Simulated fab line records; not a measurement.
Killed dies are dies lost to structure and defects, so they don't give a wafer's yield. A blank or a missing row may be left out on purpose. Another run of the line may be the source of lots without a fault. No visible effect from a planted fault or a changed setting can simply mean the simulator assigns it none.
The tool behind it: which one? + flow n5 finfet + 12 lots, 36 wafers sampled, at 3 steps of a route of 1938

WHAT THE GAUGES SHOWED, per wafer
N5_PASSIVATION_CD_MEAS_30: target cd 4000 nm. Usual: cd nm at 3999.5 nm, with a standard deviation of 2.1.
| lot  | measured     | on        | cd nm (nm)           | flag |
|------|--------------|-----------|----------------------|------|
| L787 | day 12 03:09 | cd sem-02 | 4002.9 4002.4 4001.0 |      |
| L788 | day 12 08:08 | cd sem-02 | 3995.9 3999.1 3998.1 |      |
| L789 | day 12 16:58 | cd sem-01 | 4000.7 4002.4 3999.7 |      |
| L790 | day 14 03:04 | cd sem-01 | 4000.4 4001.9 3998.1 |      |
| L791 | day 13 23:39 | cd sem-01 | 3999.9 3995.9 4000.6 |      |
| L792 | day 13 19:22 | cd sem-02 | 3998.2 3999.7 3995.7 |      |
| L793 | day 13 17:44 | cd sem-02 | 4000.7 4002.3 4000.7 |      |
| L798 | day 15 10:25 | cd sem-02 | 4004.0 4001.5 4002.0 |      |
| L800 | day 16 03:43 | cd sem-03 | 4002.0 3999.6 4003.0 |      |
| L808 | day 17 14:25 | cd sem-02 | 3998.4 3999.4 3999.4 |      |
| L810 | day 18 11:35 | cd sem-01 | 4000.3 4002.5 4001.9 |      |
| L809 | day 18 06:47 | cd sem-02 | 3995.8 3997.2 3997.2 |      |

WHICH TOOL RAN EACH LOT (tool, then ch and the chambers of the sampled wafers, then the start)
| lot  | N5_GATE_CUT_CUT_ETCH_54           | N5_PASSIVATION_DEGAS_18      |
|------|-----------------------------------|------------------------------|
| L787 | rie metal-02 ch 0,1, day 4 11:29  | pvd sputter-03, day 12 02:23 |
| L788 | rie metal-01 ch 0,1, day 4 21:44  | pvd sputter-02, day 12 07:29 |
| L789 | rie metal-02 ch 1, day 5 11:31    | pvd sputter-03, day 12 16:18 |
| L790 | rie metal-03 ch 0,1, day 5 19:20  | pvd sputter-03, day 14 02:25 |
| L791 | rie metal-02 ch 0,1, day 5 19:32  | pvd sputter-01, day 13 22:52 |
| L792 | rie metal-01 ch 0,1, day 5 22:32  | pvd sputter-03, day 13 18:43 |
| L793 | rie metal-03 ch 0,1, day 6 05:32  | pvd sputter-03, day 13 17:05 |
| L798 | rie metal-02 ch 0,1, day 7 09:04  | pvd sputter-03, day 15 09:46 |
| L800 | rie metal-02 ch 0,1, day 8 00:10  | pvd sputter-03, day 16 02:56 |
| L808 | rie metal-01 ch 0,1, day 9 19:32  | pvd sputter-03, day 17 13:46 |
| L810 | rie metal-02 ch 0,1, day 10 04:13 | pvd sputter-01, day 18 10:56 |
| L809 | rie metal-01 ch 0,1, day 10 06:34 | pvd sputter-03, day 18 06:08 |
- N5_GATE_CUT_CUT_ETCH_54: etches TiN in Cl2/BCl3, target depth 96.7 nm.
- N5_PASSIVATION_DEGAS_18: time 60 s.

AS READ BY THE TOOLS THEMSELVES (means over the sampled wafers that have a number; for cases with no such wafer, the mark the record gives instead)
N5_GATE_CUT_CUT_ETCH_54. Usual: drypump motor current A 5.9 A, standard deviation 0.44; etch rf on time s 36.8 s, standard deviation 1.3; oes product au 0.65 a.u., standard deviation 0.095; throttle valve pct 22.32 %, standard deviation 0.25.
| lot  | tool         | drypump motor current A (A) | etch rf on time s (s) | oes product au (a.u.) | throttle valve pct (%) | flag |
|------|--------------|-----------------------------|-----------------------|-----------------------|------------------------|------|
| L787 | rie metal-02 | 6.4                         | 37.1                  | 0.56                  | 22.26                  |      |
| L788 | rie metal-01 | 5.4                         | 36.6                  | 0.62                  | 22.19                  |      |
| L789 | rie metal-02 | 6.4                         | 37.3                  | 0.58                  | 22.03                  |      |
| L790 | rie metal-03 | 5.5                         | 35.0                  | 0.65                  | 22.50                  |      |
| L791 | rie metal-02 | 6.4                         | 37.3                  | 0.77                  | 22.23                  |      |
| L792 | rie metal-01 | 5.5                         | 37.2                  | 0.59                  | 22.30                  |      |
| L793 | rie metal-03 | 5.5                         | 36.0                  | 0.68                  | 22.64                  |      |
| L798 | rie metal-02 | 6.4                         | 37.7                  | 0.74                  | 22.24                  |      |
| L800 | rie metal-02 | 6.3                         | 37.2                  | 0.73                  | 22.23                  |      |
| L808 | rie metal-01 | 5.5                         | 37.3                  | 0.57                  | 22.31                  |      |
| L810 | rie metal-02 | 6.4                         | 37.5                  | 0.63                  | 22.15                  |      |
| L809 | rie metal-01 | 5.4                         | 36.4                  | 0.61                  | 22.21                  |      |

N5_PASSIVATION_DEGAS_18. Usual: heater power w at 466 W, with a standard deviation of 30.
| lot  | tool           | heater power w (W) | flag |
|------|----------------|--------------------|------|
| L787 | pvd sputter-03 | 477                |      |
| L788 | pvd sputter-02 | 455                |      |
| L789 | pvd sputter-03 | 462                |      |
| L790 | pvd sputter-03 | 484                |      |
| L791 | pvd sputter-01 | 445                |      |
| L792 | pvd sputter-03 | 478                |      |
| L793 | pvd sputter-03 | 480                |      |
| L798 | pvd sputter-03 | 479                |      |
| L800 | pvd sputter-03 | 481                |      |
| L808 | pvd sputter-03 | 465                |      |
| L810 | pvd sputter-01 | 439                |      |
| L809 | pvd sputter-03 | 480                |      |

THE ANSWER, worked out from the rows above alone
Rule: take the mean of a lot's wafers that have a number; if it is more than 3 standard deviations from the usual mean, the lot is off. A lot without any number at a reading at which 4 lots or more have one is off too. Any other lot the step has rows for is counted as sound. Order of review: gauges by route order, followed by the tools' own readings, for which a lot's mean as printed above is used. The first step at which some lot is off is used, and at that step the reading that is off furthest; a lot without a number counts as furthest.
None of the lots is off at any reading shown; this tells nothing.

WHAT THE SIMULATOR HAD INSERTED
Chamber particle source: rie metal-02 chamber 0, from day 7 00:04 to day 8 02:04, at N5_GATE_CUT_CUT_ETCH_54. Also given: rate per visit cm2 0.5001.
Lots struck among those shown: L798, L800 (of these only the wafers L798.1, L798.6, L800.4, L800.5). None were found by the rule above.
